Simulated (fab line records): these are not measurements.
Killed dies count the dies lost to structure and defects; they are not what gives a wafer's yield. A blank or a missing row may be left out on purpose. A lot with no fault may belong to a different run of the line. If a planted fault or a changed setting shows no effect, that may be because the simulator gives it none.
Split-lot trial    flow n5-finfet    39 wafers read across 7 lots, on a route 1938 steps long

## ON THE SPLIT
At N5_MOL_CONTACT_COAG_CONTACT_ETCH_14 (etches SiO2 in C4F6/O2, target depth 27.5 nm, overetch 8.5 nm, time 20 s), the setting source-w was moved away from the recipe's 370 W on 18 of the 39 wafers read, by -19.1% to +18.9%. All remaining wafers had this setting at the recipe value.

The reading is taken at the split's own step.

## THE READING
rf-vpp-V, in V, at N5_MOL_CONTACT_COAG_CONTACT_ETCH_14 (etches SiO2 in C4F6/O2, target depth 27.5 nm, overetch 8.5 nm, time 20 s). Typical for fault-free wafers on this fab line: 692.9 V, with standard deviation 2.3 V.

wafer   tool, chamber at the split  source-w as run, W  against the recipe  rf-vpp-V, V  against lot-mates on the recipe
L078.2  rie-diel-06, 1              370                 recipe              690.8        -
L078.4  rie-diel-06, 3              370                 recipe              695.8        -
L078.5  rie-diel-06, 3              370                 recipe              696.6        -
L080.1  rie-diel-05, 0              439.9               +18.9%              653.6        -38.4
L080.2  rie-diel-05, 1              370                 recipe              694.3        -
L080.3  rie-diel-05, 2              370                 recipe              689.2        -
L080.4  rie-diel-05, 3              370                 recipe              692.4        -
L080.5  rie-diel-05, 2              439.9               +18.9%              645.3        -46.7
L080.6  rie-diel-05, 1              439.9               +18.9%              663.9        -28.1
L081.1  rie-diel-05, 1              370                 recipe              695.8        -
L081.2  rie-diel-05, 0              370                 recipe              688.9        -
L081.3  rie-diel-05, 3              405.3               +9.5%               681.7        -9.2
L081.4  rie-diel-05, 2              370                 recipe              687.9        -
L081.5  rie-diel-05, 2              405.3               +9.5%               661.6        -29.3
L081.6  rie-diel-05, 3              405.3               +9.5%               682.5        -8.4
L085.1  rie-diel-06, 2              370                 recipe              691.3        -
L085.2  rie-diel-06, 3              370                 recipe              695.3        -
L085.3  rie-diel-06, 0              299.5               -19.1%              731.3        +37.3
L085.4  rie-diel-06, 1              299.5               -19.1%              744.9        +50.9
L085.5  rie-diel-06, 3              370                 recipe              695.3        -
L085.6  rie-diel-06, 0              299.5               -19.1%              730.8        +36.8
L086.1  rie-diel-06, 0              351.2               -5.1%               696.0        +3.2
L086.2  rie-diel-06, 1              370                 recipe              691.1        -
L086.3  rie-diel-06, 3              351.2               -5.1%               709.7        +16.9
L086.4  rie-diel-06, 2              370                 recipe              691.1        -
L086.5  rie-diel-06, 3              370                 recipe              696.1        -
L086.6  rie-diel-06, 0              351.2               -5.1%               698.2        +5.4
L089.1  rie-diel-03, 0              370                 recipe              692.8        -
L089.2  rie-diel-03, 1              370                 recipe              690.8        -
L089.3  rie-diel-03, 2              323.4               -12.6%              724.0        +31.0
L089.4  rie-diel-03, 3              323.4               -12.6%              732.7        +39.7
L089.5  rie-diel-03, 2              370                 recipe              695.4        -
L089.6  rie-diel-03, 1              323.4               -12.6%              721.5        +28.5
L096.1  rie-diel-03, 2              370                 recipe              693.5        -
L096.2  rie-diel-03, 1              370                 recipe              690.8        -
L096.3  rie-diel-03, 2              370                 recipe              694.0        -
L096.4  rie-diel-03, 1              410                 +10.8%              670.2        -22.6
L096.5  rie-diel-03, 2              410                 +10.8%              672.6        -20.2
L096.6  rie-diel-03, 1              410                 +10.8%              671.4        -21.4

FIT RESULTS
A straight line over all 39 wafers: rf-vpp-V changes by -2.16 V for each +1% of source-w; r = -0.97; the points scatter about the line by 5.3 V.
The same after taking each lot's own level away (the mean of its wafers on the recipe; 39 wafers): -2.11 V for each +1%; r = -0.97; scatter 5.4 V.
That fit puts the effect of the largest move of source-w on the reading at 40 V.
The lots' own levels span 690.87 to 694.40 V, that is 1.5 times the standard deviation above.
The two slopes agree, so the slope changes little with the lot-to-lot level.
Check: +41.9 V against its lot-mates is what the line predicts for one of the wafers moved furthest among these (-19.1%) when that wafer is left out of the fit. It came out at +37.3 V against them.
Tool readings at the split's step, against how far the setting was moved: rf-vpp-V r = -0.97.

## THE OTHER SPLITS THESE WAFERS WENT THROUGH
Before the reading, these wafers also passed through other splits. Each is held against what the fit with the lots' levels taken away leaves over:
other split on the same wafers  wafers away from the commonest value  r with rf-vpp-V (lot level and that fit taken away)
N5_SD_EPI_N_EPI_21 time-s       12                                    +0.20

## THE FILE'S OWN FIT
rf-vpp-V changes by -2.11 V for each +1% of source-w, r = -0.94.
